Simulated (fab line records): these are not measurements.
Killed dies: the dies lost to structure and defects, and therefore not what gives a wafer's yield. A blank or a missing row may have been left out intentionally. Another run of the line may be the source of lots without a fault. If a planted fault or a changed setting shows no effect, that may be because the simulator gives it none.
fab line records | flow n5_finfet
[record] lots = 4 | wafers = 12 | last_day = 16
route steps=1938 shown BEOL_M9@1413 PASSIVATION@1936
lots with no fault: from the same line, run without faults
start_h: the number of hours between the record's first day and the start of the first shown wafer of the lot | wait_h: hours from the lot's prior step to this one | " as in the row above | L1.1+2: a single row standing in for several wafers | - no value, or no start given | * or withheld: withheld | < > ~ a bound
route shown NAME@n: NAME is a module with steps in the file, n the number in the route of the first one | usual: mean/standard deviation of fault-free wafers | same: alike in all rows | chamber/n: place in a boat | sites: each site's reading | _std_site: how widely they spread, as a standard deviation | _edge_site: mean of outer sites minus mean of inner sites | radius_mm: for every site, how far away it sits from the centre of the wafer | mask NAME#n: copy n | behind: the last tool/chamber to shape the wafer | hold: reason for holding the lot/hours on hold/outcome of the hold | device: names the non-switching transistor (n, p or np) | end of line: the tests these same wafers got at the end of their route | a step with no rows: only its recipe | killed: count of dies lost to structure and defects at first sort (not the wafer's yield) | map: dies across one wafer; x = killed, . = not, _ = none there
set.NAME: setting as actually run; set.NAME@STEP: the setting as run at that earlier step | model.NAME: the simulator's own value behind a step, which no gauge read
lots at some steps of the route; a table a step, a row a wafer
services: a tool's chamber out of use, with start hour (start_h, from the record's first day; less than 0 if before it), hours out, and reason
[[steps]]
[step N5_BEOL_M9_DEVELOP_10]
[recipe] develop_time_s = 30 | developer = TMAH | resist = CAR-ArF | rinse_liquid = diw | dry = air_spin | dev_temp_c = 23
[step N5_BEOL_M9_DESCUM_16]
[recipe] chemistry = O2 | time_s = 7.9 | source_power_w = 50 | bias_power_w = 20 | pressure_mtorr = 20 | rf_frequency_hz = 2.712e+07 | temp_c = 40 | resist = CAR-ArF | o2_flow_sccm = 225
[step N5_BEOL_M9_ETCH_61]
[recipe] chemistry = CF4 | target = SiARC | target_depth_a = 390 | mask_material = CAR-ArF | time_s = 65 | ion_energy_ev = 80 | pressure_mtorr = 40 | source_w = 545 | bias_w = 36 | Ar_flow_sccm = 100 | cf4_flow_sccm = 100 | ends = cleared
[step N5_BEOL_M9_ETCH_62]
[recipe] chemistry = N2/H2 | target = SOC | target_depth_a = 1100 | overetch_a = 220 | mask_material = SiARC | temp_c = 40 | time_s = 165 | ion_energy_ev = 200 | pressure_mtorr = 30 | source_w = 840 | bias_w = 150 | n2_flow_sccm = 200 | h2_flow_sccm = 200
[step N5_BEOL_M9_STRIP_68]
[recipe] chemistry = N2/H2 | temp_c = 40 | n2_flow_sccm = 200 | h2_flow_sccm = 200 | rf_frequency_hz = 6e+07
[step N5_BEOL_M9_STRIP_67]
[recipe] chemistry = CF4 | resist = SiARC | power_w = 300 | bias_power_w = 75 | pressure_mtorr = 50 | cf4_flow_sccm = 150 | rf_frequency_hz = 6e+07
[step N5_BEOL_M9_HM_OPEN_17]
[recipe] chemistry = Cl2/BCl3 | target_depth_a = 200 | overetch_a = 60 | target = TiN | mask_material = SOC | ion_energy_ev = 150 | pressure_mtorr = 10 | icp_w = 1000 | bias_w = 126 | Cl2_flow_sccm = 53.25 | bcl3_flow_sccm = 21.75 | Ar_flow_sccm = 25
[step N5_BEOL_M9_STRIP_19]
[recipe] chemistry = O2 | power_w = 400 | temp_c = 40 | pressure_mtorr = 30 | rf_frequency_hz = 6e+07 | bias_power_w = 0 | overash_fraction = 0.2 | o2_flow_sccm = 225
[step N5_BEOL_M9_COAT_63]
[recipe] resist = SOC | temp_c = 250 | time_s = 60 | spin_rpm = 1500 | resist_thk_nm = 60
[usual] plate_temp_C = 249.95/0.16 | spin_speed_rpm = 1499.9/0.87
[same] time_s = 60
lot.wafer | tool           | chamber | start_h | wait_h | plate_temp_C | spin_speed_rpm | model.SOC_of_BEOL_M9_COAT_63.thk_nm
L150.1    | litho_track-05 | 0       | 211.46  | 2.5    | 249.87       | 1499.6         | 60
L150.2    | "              | 0       | "       | "      | 250.00       | 1499.4         | 60.2
L150.6    | "              | 0       | "       | "      | 250.15       | 1500.2         | 60
L163.3    | litho_track-05 | 0       | 319.76  | 0.5    | 249.94       | 1460.3         | 61
L163.4    | "              | 0       | "       | "      | 249.68       | 1460.0         | 60.8
L163.6    | "              | 0       | "       | "      | 249.90       | 1458.4         | 61
L165.2    | litho_track-05 | 0       | 320.57  | 0.0    | 250.04       | 1461.0         | 60.8
L165.3    | "              | 0       | "       | "      | 250.20       | 1460.5         | 60.6
L165.4    | "              | 0       | "       | "      | 250.13       | 1460.0         | 60.8
L166.3    | litho_track-02 | 0       | 328.89  | 2.3    | 249.74       | 1499.6         | 60.6
L166.4    | "              | 0       | "       | "      | 250.00       | 1498.1         | 60.6
L166.6    | "              | 0       | "       | "      | 249.77       | 1497.8         | 60.6
[step N5_BEOL_M9_COAT_64]
[recipe] resist = SiARC | temp_c = 220 | time_s = 60 | spin_rpm = 1500 | resist_thk_nm = 12
[step N5_BEOL_M9_COAT_75]
[recipe] resist = underlayer | temp_c = 205 | time_s = 60 | spin_rpm = 1500 | resist_thk_nm = 5
[step N5_BEOL_M9_COAT_22]
[recipe] resist = CAR-EUV | spin_rpm = 1500 | resist_thk_nm = 30
[step N5_BEOL_M9_EBR_24]
[recipe] solvent = PGMEA | ebr_width_mm = 1.5
[step N5_BEOL_M9_SOFTBAKE_23]
[recipe] temp_c = 110 | time_s = 60 | resist = CAR-EUV
[step N5_BEOL_M9_EXPOSE_25]
[recipe] mask_id = V8 | na = 0.33 | source_shape = annular | sigma_inner = 0.4 | sigma_outer = 0.8 | polarization = unpolarized | dose_mj = 37.25
[step N5_BEOL_M9_PEB_26]
[recipe] peb_temp_c = 100 | peb_time_s = 60 | resist = CAR-EUV
[step N5_BEOL_M9_DEVELOP_27]
[recipe] develop_time_s = 30 | developer = TMAH | resist = CAR-EUV | rinse_liquid = surfactant_rinse | dry = air_spin | dev_temp_c = 23
[step N5_BEOL_M9_DESCUM_33]
[recipe] chemistry = O2 | time_s = 7 | source_power_w = 50 | bias_power_w = 20 | pressure_mtorr = 20 | rf_frequency_hz = 2.712e+07 | temp_c = 40 | resist = CAR-EUV | o2_flow_sccm = 225
[step N5_BEOL_M9_ETCH_76]
[recipe] chemistry = N2/H2 | target = underlayer | target_depth_a = 65 | mask_material = CAR-EUV | time_s = 5.2 | ion_energy_ev = 200 | pressure_mtorr = 30 | source_w = 840 | bias_w = 150 | n2_flow_sccm = 200 | h2_flow_sccm = 200 | ends = cleared
[step N5_BEOL_M9_ETCH_65]
[recipe] chemistry = CF4 | target = SiARC | target_depth_a = 156 | mask_material = CAR-EUV | time_s = 26 | ion_energy_ev = 80 | pressure_mtorr = 40 | source_w = 545 | bias_w = 36 | Ar_flow_sccm = 100 | cf4_flow_sccm = 100 | ends = cleared
[step N5_BEOL_M9_ETCH_66]
[recipe] chemistry = N2/H2 | target = SOC | target_depth_a = 800 | overetch_a = 160 | mask_material = SiARC | temp_c = 40 | time_s = 120 | ion_energy_ev = 200 | pressure_mtorr = 30 | source_w = 840 | bias_w = 150 | n2_flow_sccm = 200 | h2_flow_sccm = 200
[usual] drypump_motor_current_A = 5.4/0.32 | oes_product_au = 0.61/0.056 | rf_vpp_V = 524.7/2.6 | showerhead_plenum_p_Torr = 2.57/0.093 | throttle_valve_pct = 17.71/0.26
[same] time_s = 120
lot.wafer | tool        | chamber | start_h | wait_h | drypump_motor_current_A | oes_product_au | rf_hours_counter_h | rf_vpp_V | showerhead_plenum_p_Torr | throttle_valve_pct | model.etch.depth_nm
L150.1    | rie_diel-04 | 2       | 211.93  | 0.0    | 5.5                     | 0.58           | 173                | 527.4    | 2.64                     | 17.78              | 60.09
L150.2    | "           | 3       | "       | "      | 5.2                     | 0.71           | 9                  | 528.1    | 2.72                     | 17.40              | 60.23
L150.6    | "           | 0       | "       | "      | 5.0                     | 0.56           | -                  | 527.0    | 2.64                     | 17.86              | 59.93
L163.3    | rie_diel-04 | 0       | 320.23  | 0.0    | 4.9                     | 0.54           | 234                | 525.2    | 2.62                     | 17.90              | 61.01
L163.4    | "           | 3       | "       | "      | 5.2                     | 0.67           | 41                 | 526.7    | 2.70                     | 17.45              | 60.89
L163.6    | "           | 3       | "       | "      | 5.2                     | 0.67           | -                  | 528.6    | 2.70                     | 17.45              | 61.05
L165.2    | rie_diel-04 | 1       | 321.08  | 0.0    | 5.2                     | 0.63           | 98                 | 522.4    | 2.45                     | 17.95              | 60.77
L165.3    | "           | 3       | "       | "      | 5.2                     | 0.66           | 41                 | 527.7    | 2.70                     | 17.46              | 60.7
L165.4    | "           | 0       | "       | "      | 5.0                     | 0.54           | 235                | 526.3    | 2.62                     | 17.89              | 60.81
L166.3    | rie_diel-01 | 0       | 329.36  | 0.0    | 5.9                     | 0.60           | 111                | 524.8    | 2.56                     | 17.46              | 60.63
L166.4    | "           | 3       | "       | "      | 5.3                     | 0.67           | -                  | 521.9    | 2.48                     | 17.50              | 60.69
L166.6    | "           | 2       | "       | "      | 5.4                     | 0.61           | -                  | 521.3    | 2.47                     | 17.37              | 60.58
[step N5_BEOL_M9_STRIP_69]
[recipe] chemistry = N2/H2 | temp_c = 40 | n2_flow_sccm = 200 | h2_flow_sccm = 200 | rf_frequency_hz = 6e+07
[step N5_BEOL_M9_STRIP_77]
[recipe] chemistry = N2/H2 | temp_c = 40 | n2_flow_sccm = 200 | h2_flow_sccm = 200 | rf_frequency_hz = 6e+07
[step N5_BEOL_M9_VIA_ETCH_34]
[recipe] chemistry = C4F6/O2 | target = SiCOH_lowk | target_depth_a = 1824 | mask_material = SOC | taper_deg = 4 | time_s = 68.4 | ion_energy_ev = 250 | pressure_mtorr = 30 | source_w = 345 | bias_w = 185 | Ar_flow_sccm = 300 | C4F6_flow_sccm = 10 | O2_flow_sccm = 10
[usual] drypump_motor_current_A = 5.4/0.32 | oes_product_au = 0.79/0.08 | rf_vpp_V = 664/6.3 | showerhead_plenum_p_Torr = 2.88/0.093 | throttle_valve_pct = 20.80/0.24
[same] time_s = 68.4
lot.wafer | tool        | chamber | start_h | wait_h | drypump_motor_current_A | oes_product_au | rf_hours_counter_h | rf_vpp_V | showerhead_plenum_p_Torr | throttle_valve_pct | model.SOC_of_BEOL_M9_COAT_63.thk_nm
L150.1    | rie_diel-04 | 2       | 212.03  | 0.0    | 5.5                     | 0.75           | 173                | 661      | 2.95                     | 20.87              | 51.2
L150.2    | "           | 3       | "       | "      | 5.2                     | 0.94           | 9                  | 674      | 3.03                     | 20.46              | 51.2
L150.6    | "           | 0       | "       | "      | 5.0                     | 0.71           | -                  | 665      | 2.92                     | 20.85              | 51
L163.3    | rie_diel-04 | 0       | 320.33  | 0.0    | 5.0                     | 0.69           | 234                | 667      | 2.91                     | 20.90              | 52.2
L163.4    | "           | 3       | "       | "      | 5.2                     | 0.86           | 41                 | 674      | 3.01                     | 20.51              | 52
L163.6    | "           | 3       | "       | "      | 5.2                     | 0.86           | -                  | 672      | 3.01                     | 20.49              | 52
L165.2    | rie_diel-04 | 1       | 321.18  | 0.0    | 5.3                     | 0.82           | 98                 | 658      | 2.76                     | 21.10              | 51.8
L165.3    | "           | 3       | "       | "      | 5.2                     | 0.88           | 41                 | 674      | 3.01                     | 20.50              | 51.6
L165.4    | "           | 0       | "       | "      | 4.9                     | 0.70           | 235                | 667      | 2.91                     | 20.90              | 52
L166.3    | rie_diel-01 | 0       | 329.46  | 0.0    | 5.9                     | 0.77           | 111                | 654      | 2.86                     | 20.59              | 51.8
L166.4    | "           | 3       | "       | "      | 5.3                     | 0.87           | -                  | 672      | 2.79                     | 20.63              | 51.6
L166.6    | "           | 2       | "       | "      | 5.4                     | 0.81           | -                  | 665      | 2.78                     | 20.57              | 51.6
[step N5_BEOL_M9_STRIP_73]
[recipe] chemistry = C4F6/O2 | resist = SiARC | rf_frequency_hz = 6e+07
[step N5_PASSIVATION_PROBE_49]
[usual] defect_limited_yield = 91.1/1.5 | killed_at_M0_to_M3 = 35/9.5 | killed_at_M4_up = 13/5.2 | killed_at_contacts = 12/6.1 | killed_at_front_end = 41/14 | killed_at_other = 3.8/2.9 | killed_dies = 105/17 | killed_open = 70/13 | killed_short = 33/8.4 | sort_bin_5_function = 5.1/0.97 | sort_bin_6_memory = 3.4/0.69 | sort_n_pass = 1075/17 | sort_yield_pct = 91.1/1.5
[same] gross_dies = 1180 | killed_at_back_side = 0 | sort_bin_4_leakage[%] = 0 | sort_bin_8_speed[%] = 0
lot.wafer | tool      | chamber | start_h | wait_h | defect_limited_yield[%] | killed_at_M0_to_M3 | killed_at_M4_up | killed_at_contacts | killed_at_front_end | killed_at_other | killed_dies | killed_open | killed_short | sort_bin_5_function[%] | sort_bin_6_memory[%] | sort_n_pass | sort_yield_pct[%]
L150.1    | prober-01 | -       | 270.92  | 0.0    | 89.7                    | 52                 | 13              | 14                 | 37                  | 5               | 121         | 76          | 45           | 5.6                    | 4.3                  | 1059        | 89.7
L150.2    | prober-01 | -       | 270.97  | 0.1    | 91.9                    | 26                 | 15              | 12                 | 36                  | 6               | 95          | 61          | 33           | 5.3                    | 2.6                  | 1085        | 91.9
L150.6    | prober-01 | -       | 271.17  | 0.3    | 89.4                    | 53                 | 9               | 12                 | 45                  | 6               | 125         | 77          | 48           | 6.5                    | 3.7                  | 1055        | 89.4
L165.2    | prober-02 | -       | 379.23  | 0.1    | 90.4                    | 25                 | 12              | 16                 | 57                  | 3               | 113         | 69          | 41           | 5.0                    | 4.2                  | 1067        | 90.4
// killed by level:class
L150.1 BEOL_M0_SAQP:geometric_particle:short=21 MOL_CONTACT_COAG:geometric_particle:open=14 BEOL_M0_SAQP:geometric_particle:open=13 BEOL_M3:geometric_particle:open=7 STI_FIN_REVEAL:geometric_particle:open=6 FIN_SAQP:geometric_particle:short=5 BEOL_M4:geometric_particle:open=5 FIN_SAQP:geometric_particle:open=3
L150.2 MOL_CONTACT_COAG:geometric_particle:open=10 DUMMY_GATE:geometric_particle:open=10 FIN_SAQP:geometric_particle:open=6 BEOL_M0_SAQP:geometric_particle:short=6 FIN_SAQP:geometric_particle:short=5 STI_FIN_REVEAL:geometric_particle:open=5 BEOL_M1:geometric_particle:open=5 BEOL_M3:geometric_particle:open=4
L150.6 MOL_CONTACT_COAG:geometric_particle:open=10 BEOL_M1:geometric_particle:open=10 BEOL_M2:geometric_particle:open=10 STI_FIN_REVEAL:geometric_particle:open=9 BEOL_M0_SAQP:geometric_particle:open=9 BEOL_M0_SAQP:geometric_particle:short=8 GATE_CUT:geometric_particle:short=7 FIN_SAQP:geometric_particle:short=6
L165.2 FIN_SAQP:geometric_particle:short=16 FIN_SAQP:geometric_particle:open=14 MOL_CONTACT_COAG:geometric_particle:open=12 BEOL_M1:geometric_particle:open=7 STI_FIN_REVEAL:geometric_particle:open=6 BEOL_M3:geometric_particle:open=6 BEOL_M5:geometric_particle:open=6 GATE_CUT:geometric_particle:short=5
[[services]]
tool           | chamber | start_h | hours | kind
rie_diel-01    | -       | 196.89  | 8.3   | repair
rie_diel-01    | 2       | 258.46  | 12.2  | repair
litho_track-05 | -       | 259.56  | -     | consumable_replace:filter
rie_diel-01    | 1       | 323.28  | 2.4   | repair
rie_diel-01    | 1       | 325.83  | -     | clean
rie_diel-01    | 1       | 325.83  | -     | consumable_replace:focus_ring
rie_diel-01    | 1       | 325.83  | 22.3  | scheduled_down
rie_diel-01    | 1       | 325.83  | 22.3  | vent_cycle
[[key]]
[first_sign] step = N5_BEOL_M9_COAT_63 | reading = spin_speed_rpm | direction = down | sigmas = 46 | usual = * | struck = *
effect none on later readings
[model_effect] step = N5_BEOL_M9_COAT_63 | value = SOC_of_BEOL_M9_COAT_63.thk_nm | without = 60.03 | struck = 60.83
[model_effect] step = N5_BEOL_M9_ETCH_66 | value = etch.depth_nm | without = 60.06 | struck = 60.87
[model_effect] step = N5_BEOL_M9_VIA_ETCH_34 | value = SOC_of_BEOL_M9_COAT_63.thk_nm | without = 51.1 | struck = 51.93
met_at N5_BEOL_M9_COAT_63
struck_wafers L163.3,L163.4,L163.6,L165.2,L165.3,L165.4
onset_between 211.46 319.76
[fault] kind = process_parameter_drift | tool = litho_track-05 | chamber = - | onset_h = 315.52 | steps = N5_BEOL_M9_COAT_63 | channel = spin_rpm | offset = * | shape = step | end_h = 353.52 | acts_in = * | stated = *
